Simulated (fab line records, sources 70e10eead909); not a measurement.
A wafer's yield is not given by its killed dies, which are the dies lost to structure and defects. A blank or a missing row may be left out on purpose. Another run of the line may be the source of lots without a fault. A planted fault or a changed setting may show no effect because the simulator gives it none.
fab line records	flow nand-harc	part 1 of 2: steps 1 to 18 of 26
[record] lots = 5	wafers = 15	last-day = 28
route steps=1302 shown A_STAIRCASE@659
lots untouched by any fault: they come from a run of this same line in which no faults occurred
start-h: the number of hours between the record's first day and the start of the first shown wafer of the lot	wait-h: time in hours since the lot's previous step	" the same as in the row above	L1.1+2: a row that stands for several wafers	- no value, or no start given	* or withheld: withheld	< > ~ a bound
route shown NAME@n: names a module that has steps shown in the file, with the first one's number in the route	usual: mean/standard deviation taken from wafers without a fault	same: alike in all rows	chamber/n: place in a boat	sites: readings site by site	_std_site: standard deviation of those values	_edge_site: mean of outer sites minus mean of inner sites	radius-mm: for every site, how far away it sits from the centre of the wafer	mask NAME#n: copy n	behind: the tool/chamber that last shaped the wafer	hold: what put the lot on hold/how long, in hours/how the hold closed	device: the transistor (n, p or np) that didn't switch	end of line: the route-end tests of the same wafers	a step with no rows: only its recipe	killed: the dies lost at the first sort to structure and to defects; this is not the yield of the wafer	map: a wafer's dies, marking killed ones x, the rest . and places with no die _
set.NAME: the setting as run; set.NAME@STEP: as run at that earlier step	model.NAME: the simulator's own value behind a step, which no gauge read
lots at some steps of the route; a table a step, a row a wafer
services: from which hour (start-h, from the record's first day; less than 0 if before it) a tool's chamber was out of use, for how many hours, and why
[[steps]]
[step NHARC_A_STAIRCASE_COAT_03]
[recipe] spin-rpm = 1200
[usual] chill-plate-temp-C = 22.98/0.12
lot.wafer	tool	chamber	start-h	wait-h	chill-plate-temp-C
L080.2	litho-track-07	0	-	-	23.07
L080.3	"	0	"	"	23.13
L080.5	"	0	"	"	23.07
L082.1	litho-track-03	0	-	-	22.85
L082.4	"	0	"	"	22.88
L082.5	"	0	"	"	23.01
L084.3	litho-track-05	0	-	-	22.92
L084.5	"	0	"	"	22.93
L084.6	"	0	"	"	23.05
L085.3	litho-track-03	0	-	-	23.05
L085.4	"	0	"	"	23.18
L085.5	"	0	"	"	23.05
L086.3	litho-track-03	0	-	-	22.98
L086.4	"	0	"	"	23.10
L086.6	"	0	"	"	23.09
[step NHARC_A_STAIRCASE_SOFTBAKE_04]
[recipe] temp-c = 135	time-s = 170
[usual] chill-plate-temp-C = 22.99/0.095
lot.wafer	tool	chamber	start-h	wait-h	chill-plate-temp-C
L080.2	litho-track-07	0	-	-	23.01
L080.3	"	0	"	"	23.03
L080.5	"	0	"	"	23.18
L082.1	litho-track-03	0	-	-	22.88
L082.4	"	0	"	"	22.95
L082.5	"	0	"	"	23.01
L084.3	litho-track-05	0	-	-	23.01
L084.5	"	0	"	"	23.12
L084.6	"	0	"	"	23.04
L085.3	litho-track-03	0	-	-	22.97
L085.4	"	0	"	"	22.86
L085.5	"	0	"	"	22.98
L086.3	litho-track-03	0	-	-	23.10
L086.4	"	0	"	"	22.87
L086.6	"	0	"	"	22.84
[step NHARC_A_STAIRCASE_EBR_05]
[usual] chill-plate-temp-C = 22.99/0.11
lot.wafer	tool	chamber	start-h	wait-h	chill-plate-temp-C
L080.2	litho-track-07	0	-	-	22.87
L080.3	"	0	"	"	22.80
L080.5	"	0	"	"	22.87
L082.1	litho-track-03	0	-	-	23.07
L082.4	"	0	"	"	22.98
L082.5	"	0	"	"	23.17
L084.3	litho-track-05	0	-	-	23.04
L084.5	"	0	"	"	22.89
L084.6	"	0	"	"	23.03
L085.3	litho-track-03	0	-	-	23.00
L085.4	"	0	"	"	23.06
L085.5	"	0	"	"	22.96
L086.3	litho-track-03	0	-	-	23.02
L086.4	"	0	"	"	22.95
L086.6	"	0	"	"	22.94
[step NHARC_A_STAIRCASE_EXPOSE_06]
[recipe] na = 0.5	dose-mj = 25.43	mask-id = STAIR
lot.wafer	tool	chamber	start-h	wait-h	mask
L080.2+3+5	krf-scanner-04	0	405.73	-	STAIR#0
L082.1+4+5	krf-scanner-04	0	436.88	-	STAIR#0
L084.3+5+6	krf-scanner-01	0	453.90	-	STAIR#0
L085.3+4+5	krf-scanner-04	0	458.34	-	STAIR#0
L086.3+4+6	krf-scanner-02	0	468.49	-	STAIR#0
[step NHARC_A_STAIRCASE_PEB_07]
[recipe] peb-temp-c = 115	peb-time-s = 130
[usual] chill-plate-temp-C = 23.01/0.1
lot.wafer	tool	chamber	start-h	wait-h	chill-plate-temp-C
L080.2	litho-track-05	0	405.79	0.1	22.99
L080.3	"	0	"	"	23.19
L080.5	"	0	"	"	23.02
L082.1	litho-track-07	0	436.95	0.1	23.09
L082.4	"	0	"	"	23.04
L082.5	"	0	"	"	23.18
L084.3	litho-track-07	0	453.95	0.1	22.92
L084.5	"	0	"	"	23.06
L084.6	"	0	"	"	22.93
L085.3	litho-track-05	0	458.40	0.0	23.04
L085.4	"	0	"	"	22.95
L085.5	"	0	"	"	22.95
L086.3	litho-track-03	0	468.55	0.1	23.02
L086.4	"	0	"	"	22.96
L086.6	"	0	"	"	22.91
[step NHARC_A_STAIRCASE_DEVELOP_08]
[recipe] time-s = 140
[usual] chill-plate-temp-C = 23.00/0.12
lot.wafer	tool	chamber	start-h	wait-h	chill-plate-temp-C
L080.2	litho-track-05	0	-	-	23.14
L080.3	"	0	"	"	22.97
L080.5	"	0	"	"	22.93
L082.1	litho-track-07	0	-	-	23.07
L082.4	"	0	"	"	23.12
L082.5	"	0	"	"	23.03
L084.3	litho-track-07	0	-	-	23.05
L084.5	"	0	"	"	22.88
L084.6	"	0	"	"	22.83
L085.3	litho-track-05	0	-	-	22.99
L085.4	"	0	"	"	23.07
L085.5	"	0	"	"	23.01
L086.3	litho-track-03	0	-	-	23.12
L086.4	"	0	"	"	23.25
L086.6	"	0	"	"	23.17
[step NHARC_A_STAIRCASE_HARDBAKE_10]
[recipe] temp-c = 120	time-s = 140
[usual] chill-plate-temp-C = 22.99/0.1
lot.wafer	tool	chamber	start-h	wait-h	chill-plate-temp-C
L080.2	litho-track-07	0	406.01	-	22.80
L080.3	"	0	"	"	22.85
L080.5	"	0	"	"	23.03
L082.1	litho-track-07	0	437.17	-	23.15
L082.4	"	0	"	"	22.91
L082.5	"	0	"	"	22.99
L084.3	litho-track-07	0	454.18	-	23.03
L084.5	"	0	"	"	23.01
L084.6	"	0	"	"	23.11
L085.3	litho-track-03	0	458.62	-	22.98
L085.4	"	0	"	"	22.98
L085.5	"	0	"	"	23.02
L086.3	litho-track-05	0	468.77	-	23.11
L086.4	"	0	"	"	22.98
L086.6	"	0	"	"	23.03
[step NHARC_A_STAIRCASE_DESCUM_11]
[recipe] time-s = 3	o2-flow-sccm = 200	ar-flow-sccm = 0	bias-power-w = 0	chemistry = O2
[usual] drypump-motor-current-A = 5.8/0.45	oes-product-au = 1.000/0.011	rf-vpp-V = 57.9/0.95	showerhead-plenum-p-Torr = 1.96/0.091	throttle-valve-pct = 11.311/0.0095
lot.wafer	tool	chamber	start-h	wait-h	drypump-motor-current-A	oes-product-au	rf-hours-counter-h	rf-vpp-V	showerhead-plenum-p-Torr	throttle-valve-pct
L080.2	rie-diel-01	1	406.12	-	5.7	0.990	3	56.8	1.97	11.304
L080.3	"	2	"	"	6.5	0.993	5	57.6	1.87	11.322
L080.5	"	0	"	"	5.1	1.021	-	57.2	2.04	11.307
L082.1	rie-diel-13	3	437.27	-	5.8	0.990	30	58.8	2.07	11.308
L082.4	"	1	"	"	6.5	1.001	24	58.2	2.07	11.307
L082.5	"	2	"	"	5.4	0.987	-	56.1	1.83	11.320
L084.3	rie-diel-13	2	454.28	-	5.4	0.995	35	58.5	1.83	11.333
L084.6	"	0	"	"	5.9	1.014	-	58.3	2.03	11.311
L084.5	"	1	"	"	6.5	0.999	-	59.7	2.07	11.308
L085.4	rie-diel-13	1	458.72	-	6.6	1.003	32	58.7	2.07	11.326
L085.3	"	2	"	"	5.4	0.984	37	57.4	1.83	11.306
L085.5	"	0	"	"	5.9	1.009	-	57.2	2.03	11.302
L086.3	rie-diel-04	0	468.86	-	5.5	0.978	33	58.1	1.92	11.305
L086.4	"	2	"	"	5.6	1.001	35	57.9	1.84	11.298
L086.6	"	0	"	"	5.5	0.985	-	56.8	1.92	11.306
[step NHARC_A_STAIRCASE_TRIM_12]
[recipe] time-s = 211.2	o2-flow-sccm = 500	ar-flow-sccm = 0	bias-w = 0	chemistry = O2
[usual] drypump-motor-current-A = 5.8/0.46	oes-product-au = 1.001/0.011	rf-vpp-V = 58.0/0.94	showerhead-plenum-p-Torr = 3.61/0.16	throttle-valve-pct = 17.035/0.0093
lot.wafer	tool	chamber	start-h	wait-h	drypump-motor-current-A	oes-product-au	rf-hours-counter-h	rf-vpp-V	showerhead-plenum-p-Torr	throttle-valve-pct
L080.3	rie-diel-01	0	406.19	0.1	5.1	1.017	4	59.2	3.74	17.038
L080.2	"	1	"	"	5.7	0.999	3	56.9	3.62	17.025
L080.5	"	1	"	"	5.7	0.989	-	58.0	3.62	17.022
L082.4	rie-diel-13	1	437.34	0.1	6.6	1.002	24	57.6	3.79	17.043
L082.1	"	0	"	"	6.0	1.016	24	58.6	3.73	17.022
L082.5	"	1	"	"	6.6	1.003	-	59.7	3.79	17.022
L084.3	rie-diel-13	0	454.35	0.1	6.0	1.009	32	58.2	3.72	17.023
L084.5	"	0	"	"	6.0	1.005	-	58.0	3.72	17.049
L084.6	"	1	"	"	6.5	1.008	-	58.0	3.79	17.027
L085.4	rie-diel-13	1	458.86	0.1	6.5	1.008	32	59.7	3.79	17.045
L085.3	"	2	"	"	5.4	0.979	37	57.7	3.39	17.051
L085.5	"	1	"	"	6.5	1.004	-	57.2	3.79	17.038
L086.4	rie-diel-04	3	468.95	0.1	6.2	0.999	36	59.1	3.75	17.036
L086.3	"	1	"	"	6.2	1.016	33	58.1	3.37	17.040
L086.6	"	2	"	"	5.6	1.011	-	57.3	3.41	17.041
[step NHARC_A_STAIRCASE_ETCH_13]
[recipe] target-depth-a = 1000	time-s = 40.5	ion-energy-ev = 400	c4f8-flow-sccm = 20	o2-flow-sccm = 10	ar-flow-sccm = withheld	rf-w = 600	bias-w = 1000	chemistry = C4F8/O2
[usual] oes-product-au = 0.940/0.014	rf-vpp-V = 898/5.7
lot.wafer	tool	chamber	start-h	wait-h	oes-product-au	rf-hours-counter-h	rf-vpp-V
L080.3	rie-diel-01	0	-	-	0.955	4	903
L080.2	"	1	"	"	0.946	3	899
L080.5	"	1	"	"	0.947	-	900
L082.1	rie-diel-13	1	-	-	0.946	24	905
L082.4	"	0	"	"	0.972	24	902
L082.5	"	2	"	"	0.926	-	890
L084.3	rie-diel-13	2	-	-	0.934	35	892
L084.5	"	1	"	"	0.936	-	906
L084.6	"	2	"	"	0.939	-	891
L085.3	rie-diel-13	3	-	-	0.929	39	905
L085.4	"	0	"	"	0.934	35	903
L085.5	"	0	"	"	0.941	-	902
L086.4	rie-diel-04	0	-	-	0.924	33	897
L086.3	"	2	"	"	0.955	35	893
L086.6	"	0	"	"	0.935	-	896
[step NHARC_A_STAIRCASE_TRIM_14]
[recipe] time-s = 211.2	o2-flow-sccm = 500	ar-flow-sccm = 0	bias-w = 0	chemistry = O2
[usual] drypump-motor-current-A = 5.8/0.46	oes-product-au = 1.001/0.01	rf-vpp-V = 57.9/0.88	showerhead-plenum-p-Torr = 3.60/0.16	throttle-valve-pct = 17.038/0.0087
lot.wafer	tool	chamber	start-h	wait-h	drypump-motor-current-A	oes-product-au	rf-hours-counter-h	rf-vpp-V	showerhead-plenum-p-Torr	throttle-valve-pct
L080.3	rie-diel-01	0	-	-	5.1	1.015	4	58.3	3.74	17.032
L080.2	"	3	"	"	5.3	0.993	5	56.4	3.58	17.037
L080.5	"	0	"	"	5.1	1.018	-	58.4	3.74	17.037
L082.1	rie-diel-13	1	-	-	6.5	1.003	24	59.7	3.79	17.049
L082.4	"	3	"	"	5.9	0.996	30	57.9	3.79	17.035
L082.5	"	0	"	"	5.9	1.010	-	57.8	3.73	17.027
L084.3	rie-diel-13	3	-	-	5.9	0.993	37	56.8	3.79	17.034
L084.5	"	0	"	"	5.9	1.013	-	57.5	3.72	17.049
L084.6	"	1	"	"	6.5	1.005	-	57.9	3.79	17.039
L085.4	rie-diel-13	1	-	-	6.5	1.007	32	58.7	3.79	17.030
L085.3	"	3	"	"	5.9	1.009	39	57.9	3.78	17.052
L085.5	"	2	"	"	5.4	0.987	-	56.8	3.39	17.025
L086.4	rie-diel-04	3	-	-	6.2	0.999	36	58.2	3.75	17.039
L086.3	"	1	"	"	6.1	1.009	33	56.5	3.37	17.042
L086.6	"	2	"	"	5.6	1.009	-	57.8	3.41	17.032
[step NHARC_A_STAIRCASE_ETCH_15]
[recipe] target-depth-a = 1000	time-s = 40.5	ion-energy-ev = 400	c4f8-flow-sccm = 20	o2-flow-sccm = 10	ar-flow-sccm = withheld	rf-w = 600	bias-w = 1000	chemistry = C4F8/O2
[usual] oes-product-au = 0.941/0.011	rf-vpp-V = 898/5.6
lot.wafer	tool	chamber	start-h	wait-h	oes-product-au	rf-hours-counter-h	rf-vpp-V
L080.3	rie-diel-01	2	-	-	0.949	5	893
L080.2	"	3	"	"	0.950	5	898
L080.5	"	2	"	"	0.948	-	895
L082.1	rie-diel-13	3	-	-	0.940	30	904
L082.4	"	0	"	"	0.928	25	905
L082.5	"	1	"	"	0.931	-	907
L084.3	rie-diel-13	2	-	-	0.942	35	892
L084.6	"	1	"	"	0.938	-	904
L084.5	"	2	"	"	0.936	-	890
L085.3	rie-diel-13	2	-	-	0.917	37	890
L085.4	"	1	"	"	0.932	32	905
L085.5	"	2	"	"	0.921	-	890
L086.4	rie-diel-04	1	-	-	0.962	33	891
L086.3	"	0	"	"	0.942	33	897
L086.6	"	2	"	"	0.941	-	893
[step NHARC_A_STAIRCASE_TRIM_16]
[recipe] time-s = 211.2	o2-flow-sccm = 500	ar-flow-sccm = 0	bias-w = 0	chemistry = O2
[usual] drypump-motor-current-A = 5.8/0.46	oes-product-au = 1.001/0.011	rf-vpp-V = 58.0/1	showerhead-plenum-p-Torr = 3.60/0.16	throttle-valve-pct = 17.036/0.008
lot.wafer	tool	chamber	start-h	wait-h	drypump-motor-current-A	oes-product-au	rf-hours-counter-h	rf-vpp-V	showerhead-plenum-p-Torr	throttle-valve-pct
L080.3	rie-diel-01	1	-	-	5.7	0.997	3	60.2	3.62	17.014
L080.2	"	0	"	"	5.1	1.013	4	58.4	3.74	17.023
L080.5	"	1	"	"	5.7	0.993	-	56.5	3.62	17.021
L082.4	rie-diel-13	3	-	-	5.9	0.997	30	60.2	3.79	17.032
L082.1	"	1	"	"	6.6	1.010	24	57.8	3.79	17.024
L082.5	"	3	"	"	5.9	1.002	-	58.9	3.79	17.049
L084.3	rie-diel-13	0	-	-	5.9	1.023	32	58.5	3.72	17.039
L084.5	"	1	"	"	6.5	1.000	-	57.9	3.79	17.035
L084.6	"	2	"	"	5.4	0.990	-	58.9	3.39	17.028
L085.3	rie-diel-13	3	-	-	5.9	1.011	40	58.5	3.79	17.047
L085.4	"	0	"	"	5.9	1.015	35	58.3	3.72	17.042
L085.5	"	3	"	"	5.9	1.005	-	57.8	3.78	17.042
L086.3	rie-diel-04	1	-	-	6.1	1.023	33	57.1	3.37	17.035
L086.4	"	2	"	"	5.6	1.001	36	58.5	3.41	17.030
L086.6	"	2	"	"	5.6	0.997	-	57.4	3.41	17.041
[step NHARC_A_STAIRCASE_ETCH_17]
[recipe] target-depth-a = 1000	time-s = 40.5	ion-energy-ev = 400	c4f8-flow-sccm = 20	o2-flow-sccm = 10	ar-flow-sccm = withheld	rf-w = 600	bias-w = 1000	chemistry = C4F8/O2
[usual] oes-product-au = 0.942/0.011	rf-vpp-V = 899/5.5
lot.wafer	tool	chamber	start-h	wait-h	oes-product-au	rf-hours-counter-h	rf-vpp-V
L080.3	rie-diel-01	0	-	-	0.961	4	904
L080.2	"	1	"	"	0.937	4	899
L080.5	"	2	"	"	0.942	-	892
L082.1	rie-diel-13	3	-	-	0.943	30	905
L082.4	"	1	"	"	0.957	24	905
L082.5	"	3	"	"	0.935	-	906
L084.3	rie-diel-13	1	-	-	0.938	30	907
L084.6	"	0	"	"	0.952	-	903
L084.5	"	1	"	"	0.938	-	907
L085.3	rie-diel-13	3	-	-	0.948	40	905
L085.4	"	0	"	"	0.956	35	902
L085.5	"	2	"	"	0.935	-	890
L086.4	rie-diel-04	2	-	-	0.945	36	893
L086.3	"	1	"	"	0.960	33	890
L086.6	"	2	"	"	0.942	-	892
[step NHARC_A_STAIRCASE_TRIM_18]
[recipe] time-s = 211.2	o2-flow-sccm = 500	ar-flow-sccm = 0	bias-w = 0	chemistry = O2
[usual] drypump-motor-current-A = 5.8/0.44	oes-product-au = 1.000/0.011	rf-vpp-V = 58.0/0.95	showerhead-plenum-p-Torr = 3.62/0.15	throttle-valve-pct = 17.036/0.0092
lot.wafer	tool	chamber	start-h	wait-h	drypump-motor-current-A	oes-product-au	rf-hours-counter-h	rf-vpp-V	showerhead-plenum-p-Torr	throttle-valve-pct
L080.3	rie-diel-01	1	-	-	5.7	1.002	4	57.0	3.62	17.047
L080.2	"	0	"	"	5.1	1.025	4	57.7	3.74	17.035
L080.5	"	2	"	"	6.5	0.996	-	56.4	3.46	17.036
L082.1	rie-diel-13	2	-	-	5.4	0.981	30	56.4	3.39	17.020
L082.4	"	3	"	"	5.9	0.990	30	60.0	3.79	17.036
L082.5	"	0	"	"	6.0	1.005	-	59.5	3.73	17.053
L084.3	rie-diel-13	2	-	-	5.4	0.973	35	57.3	3.39	17.034
L084.5	"	1	"	"	6.5	0.998	-	59.8	3.79	17.037
L084.6	"	2	"	"	5.4	0.980	-	57.3	3.39	17.045
L085.4	rie-diel-13	2	-	-	5.4	0.986	37	58.6	3.38	17.039
L085.3	"	1	"	"	6.5	0.997	32	58.3	3.79	17.035
L085.5	"	3	"	"	5.9	1.005	-	59.2	3.79	17.023
L086.3	rie-diel-04	0	-	-	5.5	0.985	33	56.7	3.55	17.031
L086.4	"	1	"	"	6.1	1.019	33	57.3	3.37	17.040
L086.6	"	0	"	"	5.5	0.980	-	55.9	3.55	17.030
[step NHARC_A_STAIRCASE_ETCH_19]
[recipe] target-depth-a = 1000	time-s = 40.5	ion-energy-ev = 400	c4f8-flow-sccm = 20	o2-flow-sccm = 10	ar-flow-sccm = withheld	rf-w = 600	bias-w = 1000	chemistry = C4F8/O2
[usual] oes-product-au = 0.945/0.012	rf-vpp-V = 898/5.9
lot.wafer	tool	chamber	start-h	wait-h	oes-product-au	rf-hours-counter-h	rf-vpp-V
L080.3	rie-diel-01	2	-	-	0.946	5	894
L080.2	"	3	"	"	0.946	6	897
L080.5	"	2	"	"	0.933	-	894
L082.4	rie-diel-13	3	-	-	0.941	30	904
L082.1	"	1	"	"	0.937	24	904
L082.5	"	3	"	"	0.948	-	906
L084.3	rie-diel-13	1	-	-	0.950	30	905
L084.6	"	1	"	"	0.941	-	906
L084.5	"	2	"	"	0.934	-	890
L085.3	rie-diel-13	0	-	-	0.949	35	903
L085.4	"	3	"	"	0.934	40	905
L085.5	"	1	"	"	0.957	-	905
L086.4	rie-diel-04	0	-	-	0.928	33	897
L086.3	"	3	"	"	0.956	36	904
L086.6	"	1	"	"	0.958	-	890
[step NHARC_A_STAIRCASE_TRIM_20]
[recipe] time-s = 211.2	o2-flow-sccm = 500	ar-flow-sccm = 0	bias-w = 0	chemistry = O2
[usual] drypump-motor-current-A = 5.8/0.45	oes-product-au = 1.001/0.011	rf-vpp-V = 58.0/0.94	showerhead-plenum-p-Torr = 3.60/0.15	throttle-valve-pct = 17.035/0.0085
lot.wafer	tool	chamber	start-h	wait-h	drypump-motor-current-A	oes-product-au	rf-hours-counter-h	rf-vpp-V	showerhead-plenum-p-Torr	throttle-valve-pct
L080.2	rie-diel-04	0	407.26	0.1	5.5	0.988	13	58.3	3.56	17.033
L080.3	"	1	"	"	6.1	1.012	14	57.2	3.38	17.025
L080.5	"	3	"	"	6.2	0.990	-	58.5	3.77	17.024
L082.1	rie-diel-04	0	438.39	0.1	5.5	0.969	22	56.9	3.55	17.036
L082.4	"	3	"	"	6.2	1.003	23	59.0	3.76	17.043
L082.5	"	1	"	"	6.1	1.014	-	56.7	3.38	17.038
L084.3	rie-diel-04	2	455.44	0.1	5.6	1.011	29	57.6	3.41	17.031
L084.5	"	3	"	"	6.2	1.004	-	57.9	3.76	17.028
L084.6	"	0	"	"	5.6	0.984	-	56.7	3.55	17.043
L085.4	rie-diel-13	1	459.98	0.1	6.5	0.992	32	57.6	3.79	17.043
L085.3	"	2	"	"	5.4	0.992	37	58.6	3.39	17.040
L085.5	"	2	"	"	5.4	0.981	-	55.9	3.39	17.020
L086.4	rie-diel-01	1	469.96	0.1	5.7	1.003	24	59.3	3.61	17.045
L086.3	"	0	"	"	5.1	1.010	26	58.6	3.73	17.044
L086.6	"	1	"	"	5.7	1.006	-	58.4	3.61	17.043
[step NHARC_A_STAIRCASE_ETCH_21]
[recipe] target-depth-a = 1000	time-s = 40.5	ion-energy-ev = 400	c4f8-flow-sccm = 20	o2-flow-sccm = 10	ar-flow-sccm = withheld	rf-w = 600	bias-w = 1000	chemistry = C4F8/O2
[usual] oes-product-au = 0.952/0.019	rf-vpp-V = 898/5.5
lot.wafer	tool	chamber	start-h	wait-h	oes-product-au	rf-hours-counter-h	rf-vpp-V
L080.2	rie-diel-04	2	-	-	0.970	15	893
L080.3	"	3	"	"	0.961	14	904
L080.5	"	2	"	"	0.972	-	891
L082.1	rie-diel-04	0	-	-	0.904	22	897
L082.4	"	3	"	"	0.922	23	903
L082.5	"	1	"	"	0.927	-	889
L084.3	rie-diel-04	0	-	-	0.951	28	897
L084.6	"	3	"	"	0.966	-	904
L084.5	"	0	"	"	0.942	-	897
L085.4	rie-diel-13	3	-	-	0.935	40	904
L085.3	"	0	"	"	0.961	35	904
L085.5	"	0	"	"	0.953	-	903
L086.3	rie-diel-01	0	-	-	0.981	26	902
L086.4	"	3	"	"	0.977	27	897
L086.6	"	1	"	"	0.956	-	899
